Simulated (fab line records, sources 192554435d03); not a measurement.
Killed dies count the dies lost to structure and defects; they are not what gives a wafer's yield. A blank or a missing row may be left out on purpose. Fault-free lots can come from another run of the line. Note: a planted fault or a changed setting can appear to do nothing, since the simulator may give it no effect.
Chamber matching ; flow n5_finfet ; N5_BEOL_M9_ALD_74 on ald_metal-02 has 4 sister chambers
The step deposits TaN, target thk 2 nm, pulse time 2 s, purge time 3 s. 4 wafers are shown with their chamber, then 11 later ones without.

EACH WAFER AND ITS CHAMBER
wafer;chamber;heater_power_w (W)
L086.5;1;412
L089.2;0;407
L089.4;3;421
L091.1;2;390

WAFERS WITHOUT THEIR CHAMBER
wafer;heater_power_w (W)
L091.2;421
L091.4;419
L095.1;409
L095.2;373
L095.4;417
L094.2;413
L094.3;427
L094.5;415
L097.2;405
L097.4;420
L097.5;382

EACH ONE'S CHAMBER
wafer;from the rows above;in truth
L091.2;can't be placed: 3 or 1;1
L091.4;can't be placed: 3 or 1 or 0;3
L095.1;can't be placed: 0 or 1 or 3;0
L095.2;2;2
L095.4;can't be placed: 3 or 1 or 0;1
L094.2;can't be placed: 1 or 0 or 3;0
L094.3;can't be placed: 3 or 1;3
L094.5;can't be placed: 1 or 3 or 0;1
L097.2;can't be placed: 0 or 1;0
L097.4;can't be placed: 3 or 1 or 0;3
L097.5;2;2
2 of 11 placed correctly. Cannot be placed on the basis of these rows: 9; the candidates contain the true chamber in 9. 0 placed wrongly.
How it was worked out, from the rows above alone: a wafer's distance from a chamber is the root of the sum, over the readings, of the square of ((its reading less the chamber's mean) divided by the reading's scatter). The wafer belongs to the nearest chamber; if the next one is less than 2 further off, it can't be placed. For every chamber, the mean is computed from those of its wafers that are shown. The scatter (one wafer shown for each chamber): square how far every hidden wafer sits from the nearest shown wafer, average those squares and take the square root.
